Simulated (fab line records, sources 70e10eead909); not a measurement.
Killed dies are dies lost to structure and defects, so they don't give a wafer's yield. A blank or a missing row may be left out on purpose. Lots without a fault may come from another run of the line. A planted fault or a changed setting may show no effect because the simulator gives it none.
fab line records | flow nand_harc
record lots=11 wafers=33 last_day=34
route steps=1302 shown A_STAIRCASE@881 A_SGD_CUT@905 END@1302
lots that met no fault: from a run of the same line without faults
start_h: hours from the record's first day to the start of the lot's first wafer shown | wait_h: hours since the lot's step before | " the same as in the row above | L1.1+2: a row that stands for several wafers | - no value, or no start given | * or withheld: withheld | < > ~ a bound
route shown NAME@n: a module of which the file shows steps, and the number in the route of the first | usual: mean/standard deviation of fault-free wafers | same: alike in all rows | chamber/n: place in a boat | sites: the reading at each site | _std_site: their standard deviation | _edge_site: outer sites' mean less inner sites' | radius_mm: how far each site lies from the wafer's centre | mask NAME#n: copy n | behind: the tool/chamber that last shaped the wafer | hold: why the lot was held/for how many hours/how that ended | device: the transistor (n, p or np) that didn't switch | end of line: the same wafers' tests at the end of the route | a step without rows: its recipe alone | killed: dies lost to structure and defects at the first sort, not the wafer's yield | map: a wafer's dies, x killed, . not, _ none there
set.NAME: the setting as run; set.NAME@STEP: as run at that earlier step | model.NAME: the simulator's own value behind a step, which no gauge read
steps of the route over a sample of lots; a table a step, a row a wafer
services: from which hour (start_h, from the record's first day; less than 0 if before it) a tool's chamber was out of use, for how many hours, and why
## steps
# step NHARC_A_STAIRCASE_ETCHBACK_422
# recipe target_depth_a=400 over_etch_frac=0.3 time_s=74.286 ion_energy_ev=120 ch3f_flow_sccm=50 o2_flow_sccm=30 ar_flow_sccm=200 rf_w=500 bias_w=100 chemistry=CH3F/O2
# usual drypump_motor_current_A=5.6/0.41 oes_product_au=0.95/0.036 rf_vpp_V=244.2/1.9 showerhead_plenum_p_Torr=2.45/0.11 throttle_valve_pct=20.663/0.0092
# columns lot.wafer tool chamber start_h wait_h drypump_motor_current_A oes_product_au rf_hours_counter_h rf_vpp_V showerhead_plenum_p_Torr throttle_valve_pct
L763.2 rie_diel-02 0 462.58 0.1 5.2 1.00 6 244.6 2.53 20.648
L763.6 " 0 " " 5.3 0.99 - 245.9 2.53 20.658
L763.5 " 1 " " 5.3 1.01 - 246.3 2.60 20.668
L766.3 rie_diel-10 2 484.58 0.2 4.8 0.97 18 243.4 2.36 20.665
L766.5 " 1 " " 5.9 0.96 - 239.7 2.29 20.672
L766.6 " 2 " " 4.8 0.96 - 243.3 2.36 20.657
L768.4 rie_diel-10 1 494.75 0.2 5.9 0.99 27 241.4 2.29 20.651
L768.6 " 3 " " 5.0 0.98 - 242.5 2.36 20.672
L768.5 " 0 " " 6.0 1.00 - 246.2 2.62 20.654
L770.1 rie_diel-10 0 530.68 0.1 6.0 0.93 35 247.5 2.62 20.655
L770.4 " 1 " " 5.9 0.94 34 241.7 2.29 20.659
L770.2 " 2 " " 4.8 0.93 29 242.9 2.35 20.669
L771.1 rie_diel-07 2 539.99 0.2 5.9 0.94 19 242.1 2.30 20.672
L771.3 " 3 " " 6.3 0.92 9 244.8 2.47 20.681
L771.2 " 0 " " 5.8 0.91 16 242.6 2.32 20.674
L772.2 rie_diel-07 1 540.26 0.1 5.9 0.92 19 243.5 2.45 20.662
L772.3 " 2 " " 5.9 0.93 19 241.9 2.30 20.656
L772.6 " 0 " " 5.8 0.91 - 243.0 2.32 20.660
L773.1 rie_diel-02 3 540.71 0.1 5.2 0.93 48 246.9 2.60 20.656
L773.3 " 2 " " 6.0 0.91 52 244.9 2.41 20.665
L773.4 " 3 " " 5.2 0.91 - 245.1 2.60 20.663
L775.1 rie_diel-07 3 564.89 0.2 6.2 0.95 15 243.4 2.47 20.666
L775.5 " 0 " " 5.8 0.96 - 242.2 2.32 20.680
L775.6 " 1 " " 5.8 0.97 - 243.4 2.45 20.674
L783.4 rie_diel-02 0 657.20 0.1 5.2 0.93 28 246.0 2.50 20.659
L783.3 " 1 " " 5.3 0.91 31 246.6 2.58 20.676
L783.6 " 0 " " 5.2 0.93 - 245.9 2.50 20.643
L785.2 rie_diel-10 1 663.76 0.2 5.9 1.00 22 245.9 2.65 20.659
L785.6 " 3 " " 5.0 0.99 - 242.3 2.34 20.677
L785.5 " 0 " " 5.9 0.99 - 247.4 2.60 20.663
L784.1 rie_diel-07 3 670.00 0.2 6.2 0.98 3 245.9 2.46 20.671
L784.2 " 0 " " 5.8 0.99 2 241.7 2.31 20.668
L784.6 " 2 " " 5.9 1.02 - 242.0 2.28 20.649
# step NHARC_A_SGD_CUT_ETCH_58
# recipe target_depth_a=390 over_etch_frac=0.3 time_s=65 ion_energy_ev=80 cf4_flow_sccm=150 ar_flow_sccm=0 rf_w=300 bias_w=100 chemistry=CF4
# usual drypump_motor_current_A=5.6/0.57 oes_product_au=1.002/0.01 rf_fwd_power_W=297.3/1.3 rf_vpp_V=151.2/1.3 showerhead_plenum_p_Torr=1.76/0.079 throttle_valve_pct=13.283/0.01
# columns lot.wafer tool chamber start_h wait_h drypump_motor_current_A oes_product_au rf_fwd_power_W rf_hours_counter_h rf_vpp_V showerhead_plenum_p_Torr throttle_valve_pct
L763.2 rie_diel-01 3 464.99 0.1 6.1 0.993 297.2 4 149.5 1.71 13.289
L763.6 " 2 " " 4.8 1.008 298.8 - 152.6 1.89 13.278
L763.5 " 3 " " 6.1 0.989 299.7 - 150.6 1.71 13.277
L766.3 rie_diel-09 3 487.01 0.1 5.5 0.984 297.0 14 149.2 1.66 13.295
L766.6 " 0 " " 6.4 0.999 297.7 - 151.5 1.71 13.309
L766.5 " 1 " " 6.1 1.005 296.2 - 152.3 1.79 13.262
L768.4 rie_diel-11 3 497.02 0.1 6.2 1.011 294.2 2 150.8 1.66 13.276
L768.6 " 0 " " 4.8 1.001 297.8 - 152.4 1.80 13.295
L768.5 " 1 " " 5.2 1.006 298.6 - 150.8 1.88 13.276
L770.4 rie_diel-11 0 533.07 0.1 4.8 0.979 297.8 5 152.1 1.80 13.284
L770.2 " 2 " " 5.4 0.993 298.2 6 152.2 1.75 13.271
L770.1 " 3 " " 6.2 1.004 295.8 5 147.7 1.66 13.292
L771.3 rie_diel-11 2 542.33 0.1 5.4 1.003 296.6 7 151.4 1.75 13.280
L771.2 " 0 " " 4.8 0.991 297.7 5 152.4 1.80 13.284
L771.1 " 1 " " 5.2 0.998 298.1 6 152.5 1.88 13.289
L772.3 rie_diel-09 2 542.64 0.1 6.0 0.999 296.8 3 150.9 1.73 13.293
L772.2 " 3 " " 5.5 1.007 297.4 4 150.8 1.66 13.295
L772.6 " 2 " " 6.1 0.997 298.4 - 151.5 1.73 13.293
L773.3 rie_diel-01 1 542.93 0.1 6.2 1.014 297.1 7 151.1 1.73 13.268
L773.4 " 2 " " 4.8 1.016 298.3 8 154.1 1.89 13.276
L773.1 " 0 " " 5.0 1.014 298.2 8 149.7 1.66 13.282
L775.1 rie_diel-09 0 567.25 0.1 6.4 1.011 299.2 6 150.6 1.70 13.265
L775.6 " 3 " " 5.5 1.010 296.5 - 149.7 1.66 13.283
L775.5 " 0 " " 6.4 1.004 299.2 - 148.9 1.70 13.285
L783.4 rie_diel-11 3 659.55 0.1 6.2 1.003 294.7 2 150.5 1.66 13.280
L783.3 " 0 " " 4.8 1.012 297.5 3 152.1 1.80 13.295
L783.6 " 1 " " 5.2 1.019 297.7 - 152.3 1.88 13.270
L785.2 rie_diel-11 3 665.91 0.1 6.2 1.002 294.0 3 148.5 1.66 13.266
L785.6 " 3 " " 6.2 1.003 294.4 - 148.6 1.66 13.284
L785.5 " 0 " " 4.8 1.008 297.7 - 151.7 1.80 13.277
L784.1 rie_diel-01 1 672.29 0.1 6.2 0.997 297.2 6 150.5 1.73 13.262
L784.2 " 3 " " 6.1 0.988 298.4 6 150.2 1.71 13.297
L784.6 " 1 " " 6.2 0.998 299.1 - 149.7 1.73 13.272
# step NHARC_A_SGD_CUT_ETCH_15
# recipe target_depth_a=750 time_s=64.3 ch3f_flow_sccm=50 o2_flow_sccm=30 ar_flow_sccm=200 rf_w=500 bias_w=100 chemistry=CH3F/O2
# usual drypump_motor_current_A=5.6/0.57 oes_product_au=0.968/0.014 rf_fwd_power_W=495.2/2.3 rf_vpp_V=263.4/1.9 showerhead_plenum_p_Torr=2.43/0.11 throttle_valve_pct=20.662/0.0089
# columns lot.wafer tool chamber start_h wait_h drypump_motor_current_A oes_product_au rf_fwd_power_W rf_hours_counter_h rf_vpp_V showerhead_plenum_p_Torr throttle_valve_pct
L763.2 rie_diel-01 1 - - 6.2 0.949 494.1 4 263.5 2.40 20.675
L763.5 " 0 " " 5.1 0.953 492.6 - 261.8 2.31 20.656
L763.6 " 1 " " 6.2 0.960 493.4 - 263.0 2.40 20.664
L766.3 rie_diel-09 1 - - 6.1 0.958 492.9 15 265.6 2.48 20.657
L766.6 " 3 " " 5.6 0.972 494.8 - 261.1 2.31 20.648
L766.5 " 0 " " 6.4 0.987 497.6 - 263.3 2.37 20.671
L768.4 rie_diel-11 1 - - 5.2 0.961 496.1 3 267.4 2.62 20.657
L768.6 " 0 " " 4.8 0.949 494.4 - 265.3 2.51 20.665
L768.5 " 1 " " 5.1 0.956 496.9 - 266.4 2.62 20.657
L770.4 rie_diel-11 2 - - 5.4 0.955 497.3 6 263.2 2.43 20.671
L770.1 " 3 " " 6.2 0.978 493.7 5 262.3 2.30 20.683
L770.2 " 0 " " 4.7 0.961 495.2 5 262.4 2.51 20.670
L771.2 rie_diel-11 2 - - 5.4 0.948 494.7 7 263.5 2.43 20.664
L771.1 " 0 " " 4.8 0.952 496.5 5 264.2 2.51 20.662
L771.3 " 1 " " 5.2 0.953 499.3 6 267.6 2.62 20.673
L772.2 rie_diel-09 0 - - 6.4 0.992 495.1 4 262.2 2.37 20.659
L772.3 " 1 " " 6.1 0.969 494.3 4 265.1 2.48 20.655
L772.6 " 0 " " 6.4 0.994 493.1 - 263.5 2.37 20.668
L773.1 rie_diel-01 0 - - 5.1 0.968 492.7 8 260.4 2.31 20.661
L773.3 " 2 " " 4.8 0.956 496.0 8 265.1 2.64 20.674
L773.4 " 3 " " 6.1 0.966 495.9 8 263.7 2.38 20.664
L775.1 rie_diel-09 1 - - 6.1 0.975 491.7 6 263.1 2.48 20.659
L775.6 " 3 " " 5.5 0.969 493.6 - 262.4 2.30 20.651
L775.5 " 0 " " 6.4 0.994 497.0 - 263.4 2.36 20.663
L783.3 rie_diel-11 0 - - 4.8 0.987 499.8 3 264.1 2.50 20.660
L783.4 " 2 " " 5.4 0.949 498.5 2 262.6 2.42 20.659
L783.6 " 3 " " 6.2 0.975 491.2 - 260.1 2.30 20.657
L785.2 rie_diel-11 2 - - 5.4 0.961 495.8 3 262.6 2.42 20.651
L785.5 " 2 " " 5.4 0.971 493.9 - 264.6 2.42 20.669
L785.6 " 3 " " 6.2 0.972 491.4 - 261.6 2.30 20.670
L784.1 rie_diel-01 1 - - 6.2 0.983 496.3 6 263.3 2.40 20.658
L784.2 " 3 " " 6.1 0.950 497.7 6 262.6 2.37 20.652
L784.6 " 0 " " 5.1 0.976 494.9 - 262.9 2.31 20.665
# step NHARC_A_SGD_CUT_ETCH_16
# recipe target_depth_a=3105 time_s=155.2 c4f8_flow_sccm=withheld o2_flow_sccm=8 ar_flow_sccm=withheld rf_w=600 bias_w=800 chemistry=C4F8/O2/Ar
# usual oes_product_au=0.975/0.014 rf_fwd_power_W=597.3/2.3 rf_vpp_V=722/4.6
# columns lot.wafer tool chamber start_h wait_h oes_product_au rf_fwd_power_W rf_hours_counter_h rf_vpp_V
L763.2 rie_diel-01 1 465.50 - 0.958 597.7 4 722
L763.6 " 3 " " 0.945 597.4 - 720
L763.5 " 0 " " 0.963 595.2 - 717
L766.3 rie_diel-09 1 487.51 - 0.972 594.2 15 724
L766.6 " 2 " " 0.976 600.0 - 723
L766.5 " 3 " " 0.987 597.4 - 717
L768.4 rie_diel-11 0 497.50 - 0.947 598.5 3 724
L768.5 " 3 " " 0.990 593.3 - 717
L768.6 " 0 " " 0.956 597.0 - 725
L770.4 rie_diel-11 3 533.57 - 0.979 594.3 5 718
L770.1 " 0 " " 0.985 598.3 5 725
L770.2 " 1 " " 0.985 600.8 6 729
L771.3 rie_diel-11 2 542.82 - 0.957 594.5 7 723
L771.1 " 3 " " 0.976 599.0 6 717
L771.2 " 0 " " 0.959 599.4 5 724
L772.2 rie_diel-09 0 543.14 - 1.005 598.2 4 721
L772.3 " 1 " " 0.973 598.4 4 723
L772.6 " 0 " " 1.003 596.2 - 719
L773.1 rie_diel-01 3 543.41 - 0.971 598.8 8 720
L773.3 " 1 " " 0.969 595.9 8 721
L773.4 " 2 " " 0.969 601.0 8 731
L775.1 rie_diel-09 0 567.76 - 1.000 600.2 6 719
L775.5 " 1 " " 0.972 592.4 - 725
L775.6 " 2 " " 0.961 596.8 - 722
L783.3 rie_diel-11 3 660.03 - 1.242 838.4 2 716
L783.4 " 1 " " 1.235 838.7 3 730
L783.6 " 2 " " 1.200 838.1 - 723
L785.2 rie_diel-11 3 666.43 - 1.237 836.2 3 716
L785.6 " 0 " " 1.217 837.7 - 724
L785.5 " 1 " " 1.261 839.5 - 730
L784.2 rie_diel-01 2 672.80 - 0.989 597.1 6 730
L784.1 " 3 " " 0.943 598.5 6 720
L784.6 " 1 " " 0.991 603.8 - 722
# step NHARC_END_SORT_01
# recipe temp_c=25
# usual killed_at_array=57/18 killed_at_other=0.8/1 killed_at_periphery=3.9/2.8 killed_dies=62/18 killed_open=3.4/1.8 killed_short=2.2/1.6
# same gross_dies=677
# columns lot.wafer tool chamber start_h wait_h killed_at_array killed_at_other killed_at_periphery killed_dies killed_open killed_short
L783.3 prober-01 0 783.77 3.1 667 0 10 677 3 4
L783.4 prober-01 0 784.55 3.3 667 0 10 677 3 3
L783.6 prober-01 0 786.12 3.9 668 1 8 677 3 5
L785.2 prober-02 0 794.91 2.8 674 1 2 677 3 2
L785.5 prober-02 0 797.28 3.7 675 0 2 677 1 2
L785.6 prober-02 0 798.07 3.9 673 1 3 677 5 5
# killed by level:class
L783.3 A_SGD_CUT:area_etch=632 A_CHANNEL_HOLE_D1:chamber_film_flake=15 A_SLIT:chamber_film_flake=8 A_CONTACT:chamber_film_flake=6 P_GATE:chamber_film_flake=4 P_M1:chamber_film_flake=2 A_CHANNEL_HOLE_D2:chamber_film_flake=2 P_GATE:geometric_particle:short=1
L783.4 A_SGD_CUT:area_etch=623 A_CHANNEL_HOLE_D1:chamber_film_flake=18 A_CONTACT:chamber_film_flake=10 A_SLIT:chamber_film_flake=8 P_M1:chamber_film_flake=5 P_GATE:chamber_film_flake=3 A_STAIRCASE:chamber_film_flake=3 P_M0:geometric_particle:open=2
L783.6 A_SGD_CUT:area_etch=642 A_CHANNEL_HOLE_D1:chamber_film_flake=8 P_M1:chamber_film_flake=6 A_STAIRCASE:chamber_film_flake=3 A_SLIT:chamber_film_flake=3 A_CONTACT:chamber_film_flake=3 P_CONTACT:geometric_particle:short=1 A_ONON_D1:geometric_particle:short=1
L785.2 A_SGD_CUT:area_etch=620 A_SLIT:chamber_film_flake=15 A_CHANNEL_HOLE_D2:chamber_film_flake=13 A_CONTACT:chamber_film_flake=11 A_CHANNEL_HOLE_D1:chamber_film_flake=5 A_STAIRCASE:chamber_film_flake=3 A_ZERO_WELL:chamber_film_flake=2 A_CHANNEL_FILL_D2:chamber_film_flake=2
L785.5 A_SGD_CUT:area_etch=577 A_SLIT:chamber_film_flake=37 A_CHANNEL_HOLE_D2:chamber_film_flake=24 A_CHANNEL_HOLE_D1:chamber_film_flake=11 A_CONTACT:chamber_film_flake=11 A_ZERO_WELL:chamber_film_flake=5 A_STAIRCASE:chamber_film_flake=3 A_CHANNEL_FILL_D2:chamber_film_flake=2
L785.6 A_SGD_CUT:area_etch=592 A_CHANNEL_HOLE_D2:chamber_film_flake=28 A_SLIT:chamber_film_flake=22 A_CHANNEL_HOLE_D1:chamber_film_flake=7 A_CONTACT:chamber_film_flake=7 A_CHANNEL_FILL_D2:chamber_film_flake=3 A_ONON_D1:geometric_particle:open=2 A_DECK1_JOINT:geometric_particle:open=2
## services
# columns tool chamber start_h hours kind
rie_diel-10 - 461.80 3.5 repair
rie_diel-02 1 466.26 16.5 repair
rie_diel-07 - 472.53 9.0 pm
rie_diel-09 - 497.10 9.0 pm
rie_diel-02 1 500.29 7.4 repair
rie_diel-02 2 503.14 1.3 repair
rie_diel-07 0 503.72 12.5 repair
rie_diel-11 - 511.24 0.2 repair
rie_diel-07 3 521.53 16.0 repair
rie_diel-02 0 539.74 2.6 repair
rie_diel-02 2 541.20 28.6 repair
rie_diel-01 - 557.85 9.0 pm
rie_diel-11 0 577.44 3.4 repair
rie_diel-10 3 581.32 4.8 repair
rie_diel-11 1 584.82 2.9 repair
rie_diel-09 2 586.90 9.3 repair
rie_diel-10 - 597.51 9.0 pm
rie_diel-11 - 609.50 9.0 pm
rie_diel-10 2 615.70 9.7 repair
rie_diel-11 - 619.78 2.1 repair
rie_diel-07 - 649.53 9.0 pm
rie_diel-11 - 651.67 0.1 repair
rie_diel-01 - 660.51 0.9 repair
rie_diel-10 3 664.60 5.2 repair
## key
first_sign step=NHARC_A_SGD_CUT_ETCH_16 reading=rf_fwd_power_W direction=up sigmas=99+ usual=* struck=*
effect step=NHARC_A_SGD_CUT_ETCH_16 reading=oes_product_au direction=up sigmas=18 usual=0.975 struck=1.232
effect step=NHARC_END_SORT_01 reading=killed_dies direction=up sigmas=34 usual=62 struck=677
more_kills_born_at NHARC_A_SGD_CUT_ETCH_16@rie_diel-11=3686
met_at NHARC_A_SGD_CUT_ETCH_16
struck_lots L783,L785
later_rows_left_out L783.3,L783.4,L783.6,L785.2,L785.5,L785.6
tester_left_out L783,L785
not_acting_at NHARC_A_STAIRCASE_ETCHBACK_422,NHARC_A_SGD_CUT_ETCH_58,NHARC_A_SGD_CUT_ETCH_15
onset_between 542.82 660.03
fault kind=process_parameter_drift tool=rie_diel-11 chamber=- onset_h=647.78 steps=NHARC_A_SGD_CUT_ETCH_16 channel=rf_w offset=* shape=step end_h=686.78 acts_in=* stated=*
# tester_left_out: of these lots the tester's yield and bins aren't shown, on N5 and GAA mostly nor the transistor test; their killed dies are dies lost to structure and defects alone, not to doping, threshold or leakage, so they don't give the yield
# later_rows_left_out: the simulator's readings of these wafers behind a module that went badly wrong aren't trusted and aren't shown, but for the sort
